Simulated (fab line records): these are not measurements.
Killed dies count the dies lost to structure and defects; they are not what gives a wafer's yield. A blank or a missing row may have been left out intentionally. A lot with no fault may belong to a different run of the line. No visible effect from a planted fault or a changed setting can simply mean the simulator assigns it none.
fab line records	flow nandHarc	part 1 of 2: steps 1 to 25 of 38
record: lots: 5	wafers: 15	lastDay: 30
route steps=1302 shown A_CHANNEL_FILL_D1@490 A_DECK1_JOINT@518
lots with no fault: from the same line, run without faults
startH: start of the lot's first displayed wafer, in hours after the record's first day	waitH: hours from the lot's prior step to this one	" as in the row above	L1.1+2: several wafers, shown together as one row	- either no value or no given start	* or withheld: withheld	< > ~ a bound
route shown NAME@n: NAME is a module with steps in the file, n the number in the route of the first one	usual: mean/standard deviation of fault-free wafers	same: alike in all rows	chamber/n: place in a boat	sites: the reading at each site	_std_site: the standard deviation of these	_edge_site: outer sites' mean less inner sites'	radiusMm: for every site, how far away it sits from the centre of the wafer	mask NAME#n: copy n	behind: tool/chamber where the wafer was last shaped	hold: why the lot went on hold/how many hours it stayed there/how the hold came to an end	device: transistor that didn't switch, given as n, p or np	end of line: at the end of the route, the tests of the same wafers	step lacking rows: just its recipe	killed: the dies lost at the first sort to structure and to defects; this is not the yield of the wafer	map: shows each die of a wafer: x if killed, . if not, _ if none is there
set.NAME: setting as actually run; set.NAME@STEP: the setting as run at that earlier step	model.NAME: the simulator's own value behind a step, which no gauge read
certain route steps with their lots: each step a table, each wafer a row
services: from which hour (startH, from the record's first day; less than 0 if before it) a tool's chamber was out of use, for how many hours, and why
== steps ==
step: NHARC_A_CHANNEL_FILL_D1_PRECLEAN_00
recipe: timeS: *	tempC: 50	bathAgeMin: 0	chemistry: SC1
usual: bathGuardTempC: 50.1/0.54	bathHeatDutyPct: 7.5/1.1	diwFlowMLMin: 1415/4.6
lot.wafer	tool	chamber	startH	waitH	bathGuardTempC	bathHeatDutyPct	diwFlowMLMin
L075.4	wetBench-05	3	205.25	0.0	49.6	5.9	1417
L075.5	"	7	"	"	50.1	6.5	1415
L075.1	"	0	"	"	50.8	6.5	1413
L076.5	wetBench-05	5	212.76	0.0	51.2	7.3	1416
L076.1	"	6	"	"	50.0	7.3	1415
L076.3	"	2	"	"	50.0	7.1	1412
L080.3	wetBench-05	2	244.62	0.0	49.8	8.5	1419
L080.5	"	3	"	"	49.8	6.7	1410
L080.4	"	5	"	"	51.1	7.7	1415
L086.2	wetBench-03	2	300.00	0.1	50.1	8.3	1416
L086.3	"	4	"	"	50.5	6.9	1412
L086.6	"	6	"	"	49.1	7.8	1417
L087.3	wetBench-03	6	334.36	0.1	49.0	7.0	1414
L087.6	"	7	"	"	50.4	8.4	1413
L087.1	"	1	"	"	49.8	7.1	1416
step: NHARC_A_CHANNEL_FILL_D1_SRD_01
lot.wafer	tool	chamber	startH	waitH
L075.4+5+1	wetBench-05	3,7,0	-	-
L076.5+1+3	wetBench-05	5,6,2	-	-
L080.3+5+4	wetBench-05	2,3,5	-	-
L086.2+3+6	wetBench-03	2,4,6	-	-
L087.3+6+1	wetBench-03	6,7,1	-	-
step: NHARC_A_CHANNEL_FILL_D1_ALD_02
recipe: targetThkA: 60	pulseTimeS: 10	aldCycles: 60	tempC: 300	material: SiO2
usual: heaterPowerW: 472/37	precursorPulseHeightRel: 1.001/0.021
lot.wafer	tool	chamber	startH	waitH	heaterPowerW	precursorPulseHeightRel
L075.1	aldHk-04	1	205.39	-	545	1.026
L075.4	"	2	"	"	464	0.986
L075.5	"	2	"	"	466	1.007
L076.1	aldHk-01	1	213.05	-	452	0.969
L076.3	"	2	"	"	444	1.021
L076.5	"	0	"	"	436	1.012
L080.3	aldHk-04	1	244.83	-	559	0.980
L080.4	"	3	"	"	414	1.014
L080.5	"	1	"	"	578	0.998
L086.3	aldHk-03	0	300.22	-	466	1.004
L086.2	"	1	"	"	475	1.003
L086.6	"	3	"	"	487	0.996
L087.3	aldHk-03	0	334.49	-	458	0.991
L087.1	"	2	"	"	466	0.986
L087.6	"	1	"	"	494	1.006
step: NHARC_A_CHANNEL_FILL_D1_ALD_03
recipe: targetThkA: 60	pulseTimeS: 60	aldCycles: 58	tempC: 630	pressureTorr: 2	material: SiNx
usual: precursorPulseHeightRel: 0.998/0.019
lot.wafer	tool	chamber	startH	waitH	precursorPulseHeightRel
L075.1	aldSinBatch-02	0	-	-	1.018
L075.4	"	0	"	"	1.005
L075.5	"	0	"	"	0.988
L076.1	aldSinBatch-01	0	-	-	0.966
L076.3	"	0	"	"	1.020
L076.5	"	0	"	"	1.007
L080.3	aldSinBatch-01	0	-	-	0.949
L080.4	"	0	"	"	1.006
L080.5	"	0	"	"	1.006
L086.2	aldSinBatch-03	0	-	-	0.992
L086.3	"	0	"	"	1.017
L086.6	"	0	"	"	1.017
L087.1	aldSinBatch-01	0	-	-	1.005
L087.3	"	0	"	"	1.012
L087.6	"	0	"	"	0.987
step: NHARC_A_CHANNEL_FILL_D1_ALD_14
recipe: targetThkA: 25	pulseTimeS: 10	aldCycles: 25	tempC: 300	material: SiO2
usual: heaterPowerW: 467/40	precursorPulseHeightRel: 1.000/0.023
lot.wafer	tool	chamber	startH	waitH	heaterPowerW	precursorPulseHeightRel
L075.1	aldHk-01	2	212.41	0.0	446	0.969
L075.4	"	1	"	"	445	0.986
L075.5	"	3	"	"	455	0.988
L076.3	aldHk-04	0	220.94	1.1	466	0.959
L076.1	"	2	"	"	458	0.985
L076.5	"	0	"	"	463	0.982
L080.4	aldHk-04	0	251.91	0.2	466	1.025
L080.3	"	1	"	"	572	1.036
L080.5	"	2	"	"	468	1.034
L086.2	aldHk-04	3	309.14	2.0	421	0.993
L086.3	"	0	"	"	485	1.028
L086.6	"	3	"	"	400	1.011
L087.1	aldHk-04	1	341.78	0.3	546	0.999
L087.3	"	2	"	"	443	1.036
L087.6	"	0	"	"	475	1.004
step: NHARC_A_CHANNEL_FILL_D1_ALD_15
recipe: targetThkA: 20	pulseTimeS: 60	aldCycles: 19	tempC: 630	pressureTorr: 2	material: SiNx
usual: precursorPulseHeightRel: 1.003/0.019
lot.wafer	tool	chamber	startH	waitH	precursorPulseHeightRel
L075.1	aldSinBatch-03	0	215.76	3.3	0.992
L075.4	"	0	"	"	0.977
L075.5	"	0	"	"	1.000
L076.1	aldSinBatch-01	0	-	-	1.008
L076.3	"	0	"	"	1.021
L076.5	"	0	"	"	0.995
L080.3	aldSinBatch-02	0	255.12	3.1	0.989
L080.4	"	0	"	"	1.003
L080.5	"	0	"	"	0.972
L086.2	aldSinBatch-02	0	-	-	1.008
L086.3	"	0	"	"	1.022
L086.6	"	0	"	"	1.022
L087.1	aldSinBatch-02	0	-	-	0.974
L087.3	"	0	"	"	1.011
L087.6	"	0	"	"	0.989
step: NHARC_A_CHANNEL_FILL_D1_ALD_16
recipe: targetThkA: 15	pulseTimeS: 10	aldCycles: 15	tempC: 300	material: SiO2
usual: heaterPowerW: 466/35	precursorPulseHeightRel: 0.998/0.022
lot.wafer	tool	chamber	startH	waitH	heaterPowerW	precursorPulseHeightRel
L075.1	aldHk-01	1	217.82	0.0	459	0.987
L075.4	"	2	"	"	441	0.986
L075.5	"	2	"	"	434	1.014
L076.1	aldHk-04	3	226.10	0.0	397	1.011
L076.3	"	0	"	"	466	1.011
L076.5	"	0	"	"	462	0.969
L080.3	aldHk-01	1	257.22	0.1	456	0.967
L080.4	"	2	"	"	442	1.031
L080.5	"	1	"	"	459	1.019
L086.2	aldHk-04	2	314.09	0.0	444	0.975
L086.3	"	3	"	"	406	0.978
L086.6	"	2	"	"	446	1.003
L087.1	aldHk-03	2	346.72	0.1	460	1.022
L087.3	"	3	"	"	499	1.031
L087.6	"	1	"	"	481	0.962
step: NHARC_A_CHANNEL_FILL_D1_ANNEAL_17
recipe: tempC: 850	timeS: 1800
lot.wafer	tool	chamber	startH	waitH
L075.1+4+5	furnace-05	0	221.14	-
L076.1+3+5	furnace-05	0	232.89	-
L080.3+4+5	furnace-05	0	261.63	-
L086.2+3+6	furnace-02	0	317.46	-
L087.1+3+6	furnace-05	0	349.99	3.2
step: NHARC_A_CHANNEL_FILL_D1_CVD_18
recipe: targetThkA: 30	tempC: 550	material: poly-Si
lot.wafer	tool	chamber	startH	waitH
L075.1+4+5	lpcvdPoly-04	0	227.60	-
L076.1+3+5	lpcvdPoly-03	0	239.29	-
L080.3+4+5	lpcvdPoly-02	0	268.19	-
L086.2+3+6	lpcvdPoly-03	0	323.82	-
L087.1+3+6	lpcvdPoly-03	0	356.37	-
step: NHARC_A_CHANNEL_FILL_D1_ETCHBACK_19
recipe: targetDepthA: 50	timeS: 1.7	hbrFlowSccm: 150	cl2FlowSccm: 50	rfW: 400	icpW: 400	biasW: 100	chemistry: HBr/Cl2
usual: drypumpMotorCurrentA: 5.8/0.54	oesProductAu: 1.000/0.0078	throttleValvePct: 26.406/0.0083
lot.wafer	tool	chamber	startH	waitH	drypumpMotorCurrentA	oesProductAu	rfHoursCounterH	throttleValvePct
L075.4	rieSi-04	1	229.67	0.4	6.4	1.005	0.32	26.403
L075.1	"	3	"	"	6.2	0.995	0.24	26.403
L075.5	"	1	"	"	6.4	1.001	-	26.409
L076.3	rieSi-05	3	241.40	0.4	5.2	1.006	0.59	26.399
L076.1	"	0	"	"	6.4	1.005	0.61	26.415
L076.5	"	1	"	"	6.2	0.988	-	26.402
L080.3	rieSi-05	1	270.25	0.4	6.2	0.985	0.73	26.409
L080.4	"	2	"	"	6.1	0.995	0.76	26.404
L080.5	"	2	"	"	6.1	0.996	-	26.417
L086.2	rieSi-05	1	325.91	0.4	6.2	0.998	0.08	26.402
L086.3	"	2	"	"	6.1	0.996	0.08	26.399
L086.6	"	0	"	"	6.4	0.995	-	26.407
L087.1	rieSi-04	3	358.46	0.4	6.2	0.995	0.05	26.404
L087.3	"	2	"	"	5.2	0.996	0.05	26.405
L087.6	"	0	"	"	6.6	0.994	-	26.413
step: NHARC_A_CHANNEL_FILL_D1_ETCHBACK_20
recipe: targetDepthA: 270	timeS: 13.5	c4f8FlowSccm: withheld	o2FlowSccm: 8	arFlowSccm: withheld	rfW: 600	biasW: 1500	chemistry: C4F8/O2/Ar
usual: oesProductAu: 0.97/0.033	rfVppV: 981/5.4
lot.wafer	tool	chamber	startH	waitH	oesProductAu	rfHoursCounterH	rfVppV
L075.4	rieDiel-11	1	229.79	-	1.01	7	976
L075.1	"	2	"	"	1.01	7	982
L075.5	"	1	"	"	0.99	-	978
L076.1	rieDiel-04	1	241.50	-	0.96	3	989
L076.3	"	3	"	"	0.96	3	981
L076.5	"	1	"	"	0.96	-	987
L080.4	rieDiel-01	2	270.38	-	0.97	3	987
L080.3	"	1	"	"	0.99	3	987
L080.5	"	2	"	"	0.99	-	987
L086.3	rieDiel-01	2	326.03	-	0.92	7	985
L086.2	"	3	"	"	0.93	8	987
L086.6	"	1	"	"	0.93	-	987
L087.1	rieDiel-11	3	358.60	-	0.93	7	971
L087.3	"	1	"	"	0.93	5	978
L087.6	"	2	"	"	0.92	-	982
step: NHARC_A_CHANNEL_FILL_D1_STRIP_28
recipe: timeS: 20	o2FlowSccm: 500	arFlowSccm: 0	biasW: 0	chemistry: O2
usual: drypumpMotorCurrentA: 5.7/0.52	oesProductAu: 1.001/0.0079	rfVppV: 57.9/0.91	showerheadPlenumPTorr: 3.59/0.14	throttleValvePct: 17.036/0.0092
lot.wafer	tool	chamber	startH	waitH	drypumpMotorCurrentA	oesProductAu	rfHoursCounterH	rfVppV	showerheadPlenumPTorr	throttleValvePct
L075.4	rieDiel-11	3	229.89	0.1	6.4	1.003	7	56.4	3.37	17.027
L075.1	"	2	"	"	6.5	0.999	7	58.6	3.64	17.041
L075.5	"	3	"	"	6.4	1.002	-	56.8	3.37	17.048
L076.3	rieDiel-04	1	241.60	0.1	5.9	0.988	3	57.6	3.76	17.043
L076.1	"	3	"	"	5.4	0.994	3	59.9	3.61	17.022
L076.5	"	1	"	"	5.9	0.978	-	57.4	3.76	17.030
L080.3	rieDiel-01	1	270.53	0.1	5.9	0.995	3	58.1	3.75	17.049
L080.4	"	2	"	"	5.3	0.988	3	59.0	3.75	17.036
L080.5	"	2	"	"	5.3	0.996	-	59.3	3.75	17.036
L086.2	rieDiel-01	2	326.10	0.1	5.3	1.004	7	57.3	3.75	17.021
L086.3	"	1	"	"	5.9	0.999	7	58.2	3.74	17.023
L086.6	"	3	"	"	5.5	1.002	-	58.2	3.72	17.047
L087.1	rieDiel-11	0	358.68	0.1	5.3	1.013	6	58.6	3.70	17.020
L087.3	"	1	"	"	4.9	1.002	5	58.4	3.51	17.037
L087.6	"	0	"	"	5.3	1.012	-	57.7	3.70	17.029
step: NHARC_A_CHANNEL_FILL_D1_PRECLEAN_21
recipe: timeS: 30	chemistry: dHF
lot.wafer	tool	chamber	startH	waitH
L075.1+5+4	wetBench-03	4,0,1	229.98	-
L076.1+3+5	wetBench-07	0,1,2	241.69	-
L080.4+3+5	wetBench-03	3,7,0	270.62	-
L086.3+2+6	wetBench-07	0,1,3	326.21	-
L087.6+3+1	wetBench-03	4,5,7	358.79	-
step: NHARC_A_CHANNEL_FILL_D1_SRD_23
lot.wafer	tool	chamber	startH	waitH
L075.1+5+4	wetBench-03	4,0,1	230.01	0.0
L076.1+3+5	wetBench-07	0,1,2	241.72	0.0
L080.4+3+5	wetBench-03	3,7,0	270.65	0.0
L086.3+2+6	wetBench-07	0,1,3	326.23	0.0
L087.6+3+1	wetBench-03	4,5,7	358.82	0.0
step: NHARC_A_CHANNEL_FILL_D1_CVD_05
recipe: targetThkA: 50	tempC: 550	material: poly-Si
lot.wafer	tool	chamber	startH	waitH
L075.1+4+5	lpcvdPoly-03	0	232.69	2.7
L076.1+3+5	lpcvdPoly-03	0	243.99	2.3
L080.3+4+5	lpcvdPoly-02	0	273.10	2.4
L086.2+3+6	lpcvdPoly-03	0	328.50	2.3
L087.1+3+6	lpcvdPoly-04	0	361.15	2.3
step: NHARC_A_CHANNEL_FILL_D1_ANNEAL_22
recipe: tempC: 620	timeS: 7200
lot.wafer	tool	chamber	startH	waitH
L075.1+4+5	furnace-05	0	237.94	3.4
L076.1+3+5	furnace-02	0	249.29	3.5
L080.3+4+5	furnace-01	0	278.28	3.3
L086.2+3+6	furnace-05	0	334.00	3.7
L087.1+3+6	furnace-05	0	366.43	3.4
step: NHARC_A_CHANNEL_FILL_D1_ALD_25
recipe: targetThkA: 600	pulseTimeS: 10	aldCycles: 600	tempC: 300	material: SiOx
usual: heaterPowerW: 465/31	precursorPulseHeightRel: 1.001/0.02
lot.wafer	tool	chamber	startH	waitH	heaterPowerW	precursorPulseHeightRel
L075.4	aldHk-03	3	242.67	0.7	507	0.987
L075.1	"	0	"	"	467	0.987
L075.5	"	2	244.53	2.5	451	1.009
L076.1	aldHk-04	1	254.66	1.3	551	1.012
L076.3	"	3	257.11	3.7	404	1.002
L076.5	"	1	259.57	6.2	559	1.014
L080.4	aldHk-03	2	282.97	0.7	456	1.001
L080.3	"	0	284.20	1.9	470	1.019
L080.5	"	2	285.44	3.1	453	0.962
L086.2	aldHk-01	0	338.07	0.1	444	0.979
L086.3	"	1	"	"	449	1.010
L086.6	"	0	340.51	2.5	458	1.006
L087.1	aldHk-03	1	371.17	0.7	478	0.979
L087.3	"	2	"	"	461	1.018
L087.6	"	1	373.65	3.2	484	1.004
step: NHARC_A_CHANNEL_FILL_D1_ETCHBACK_08
recipe: targetDepthA: 2200	timeS: 110	c4f8FlowSccm: 20	arFlowSccm: withheld	rfW: 600	biasW: 300	chemistry: C4F8
usual: oesProductAu: 0.96/0.035	rfVppV: 442.0/2.7
lot.wafer	tool	chamber	startH	waitH	oesProductAu	rfHoursCounterH	rfVppV
L075.4	rieDiel-11	3	-	-	0.93	7.2	437.6
L075.1	"	1	"	"	0.93	7.7	440.2
L075.5	"	3	"	"	0.93	-	436.4
L076.3	rieDiel-01	1	-	-	0.92	2.8	444.9
L076.1	"	3	"	"	0.92	3.1	443.0
L076.5	"	2	"	"	0.93	-	445.0
L080.3	rieDiel-04	1	-	-	0.92	5.4	445.8
L080.4	"	3	"	"	0.92	6.0	442.4
L080.5	"	1	"	"	0.92	-	444.6
L086.3	rieDiel-01	3	-	-	0.92	8.9	444.7
L086.2	"	1	"	"	0.93	8.2	445.5
L086.6	"	3	"	"	0.92	-	444.7
L087.3	rieDiel-04	2	-	-	1.01	0.4	438.9
L087.1	"	3	"	"	1.02	0.4	441.7
L087.6	"	2	"	"	1.01	-	438.1
step: NHARC_A_CHANNEL_FILL_D1_STRIP_29
recipe: timeS: 20	o2FlowSccm: 500	arFlowSccm: 0	biasW: 0	chemistry: O2
usual: drypumpMotorCurrentA: 5.7/0.5	oesProductAu: 1.001/0.0074	rfVppV: 58.1/1	showerheadPlenumPTorr: 3.60/0.14	throttleValvePct: 17.036/0.009
lot.wafer	tool	chamber	startH	waitH	drypumpMotorCurrentA	oesProductAu	rfHoursCounterH	rfVppV	showerheadPlenumPTorr	throttleValvePct
L075.1	rieDiel-11	0	-	-	5.3	1.020	8.5	60.4	3.70	17.035
L075.4	"	1	"	"	4.9	1.007	7.7	58.5	3.51	17.039
L075.5	"	3	"	"	6.3	1.000	-	57.4	3.37	17.046
L076.3	rieDiel-01	0	-	-	4.8	0.995	3.0	58.3	3.68	17.028
L076.1	"	2	"	"	5.3	0.988	2.9	57.6	3.75	17.030
L076.5	"	0	"	"	4.8	1.003	-	57.0	3.68	17.042
L080.4	rieDiel-04	1	-	-	5.9	0.995	5.4	58.0	3.76	17.030
L080.3	"	0	"	"	5.6	0.998	5.0	59.2	3.45	17.037
L080.5	"	1	"	"	5.9	0.975	-	57.8	3.76	17.032
L086.2	rieDiel-01	1	-	-	5.9	0.987	8.2	58.6	3.74	17.040
L086.3	"	2	"	"	5.3	0.996	7.6	58.8	3.75	17.037
L086.6	"	2	"	"	5.3	1.006	-	57.7	3.75	17.048
L087.1	rieDiel-04	1	-	-	5.9	1.009	0.3	57.6	3.76	17.024
L087.3	"	3	"	"	5.4	0.999	0.4	56.8	3.60	17.037
L087.6	"	1	"	"	5.9	1.007	-	58.3	3.76	17.040
step: NHARC_A_CHANNEL_FILL_D1_PRECLEAN_30
recipe: timeS: 30	chemistry: dHF
lot.wafer	tool	chamber	startH	waitH
L075.1+4+5	wetBench-03	2,3,6	247.88	-
L076.1+5+3	wetBench-07	7,0,1	262.90	-
L080.5+3+4	wetBench-03	6,7,1	288.16	-
L086.3+6+2	wetBench-03	2,4,5	343.86	-
L087.1+6+3	wetBench-05	1,3,4	377.01	-
step: NHARC_A_CHANNEL_FILL_D1_SRD_31
lot.wafer	tool	chamber	startH	waitH
L075.1+4+5	wetBench-03	2,3,6	247.91	0.0
L076.1+5+3	wetBench-07	7,0,1	262.92	0.0
L080.5+3+4	wetBench-03	6,7,1	288.19	0.0
L086.3+6+2	wetBench-03	2,4,5	343.88	0.0
L087.1+6+3	wetBench-05	1,3,4	377.03	0.0
step: NHARC_A_CHANNEL_FILL_D1_CVD_09
recipe: targetThkA: 1500	tempC: 620	pressureMtorr: 200	timeS: 3000	material: poly-Si
lot.wafer	tool	chamber	startH	waitH
L075.1+4+5	lpcvdPoly-02	0	250.95	3.0
L076.1+3+5	lpcvdPoly-02	0	265.37	2.4
L080.3+4+5	lpcvdPoly-04	0	290.53	2.3
L086.2+3+6	lpcvdPoly-03	0	346.16	2.3
L087.1+3+6	lpcvdPoly-04	0	378.84	1.8
step: NHARC_A_CHANNEL_FILL_D1_CMP_10
recipe: targetThkNm: 150
usual: motorCurrentA: 12.3/0.89	padLifeWafers: 180/90	timeToEndpointS: 14.7/2
lot.wafer	tool	chamber	startH	waitH	motorCurrentA	padLifeWafers	timeToEndpointS
L075.4	cmp-04	1	254.15	0.4	11.8	139	12.4
L075.1	"	2	"	"	13.8	140	12.3
L075.5	"	0	"	"	11.0	-	13.8
L076.3	cmp-03	0	268.65	0.5	13.5	25	17.4
L076.1	"	2	"	"	12.9	27	13.5
L076.5	"	0	"	"	13.6	-	18.0
L080.3	cmp-03	1	293.67	0.4	12.2	126	12.9
L080.4	"	3	"	"	12.9	128	14.8
L080.5	"	2	"	"	12.7	-	13.1
L086.2	cmp-03	3	349.39	0.4	12.6	332	17.6
L086.3	"	0	"	"	13.2	333	15.6
L086.6	"	1	"	"	11.3	-	12.8
L087.3	cmp-03	3	382.05	0.4	12.7	79	20.1
L087.1	"	1	"	"	12.5	81	15.2
L087.6	"	2	"	"	13.1	-	14.1
step: NHARC_A_CHANNEL_FILL_D1_SRD_12
lot.wafer	tool	chamber	startH	waitH
L075.5+1+4	wetBench-07	6,0,1	254.44	0.1
L076.3+5+1	wetBench-03	2,4,7	268.92	0.0
L080.5+4+3	wetBench-03	2,4,6	293.97	0.0
L086.6+3+2	wetBench-07	3,6,7	349.64	0.0
L087.3+6+1	wetBench-07	0,2,3	382.32	0.0
step: NHARC_A_CHANNEL_FILL_D1_INSPECT_13
usual: rawDefectCount: 293/140
lot.wafer	tool	chamber	startH	waitH	rawDefectCount
L075.1	defectInspect-02	-	254.56	0.0	742
L075.4	"	-	"	"	452
L075.5	"	-	"	"	270
L076.1	defectInspect-02	-	269.04	0.0	248
L076.3	"	-	"	"	345
L076.5	"	-	"	"	191
L080.3	defectInspect-02	-	294.08	0.0	433
L080.4	"	-	"	"	551
L080.5	"	-	"	"	294
L086.2	defectInspect-02	-	349.76	0.0	297
L086.3	"	-	"	"	251
L086.6	"	-	"	"	306
L087.1	defectInspect-01	-	382.44	0.0	176
L087.3	"	-	"	"	162
L087.6	"	-	"	"	196
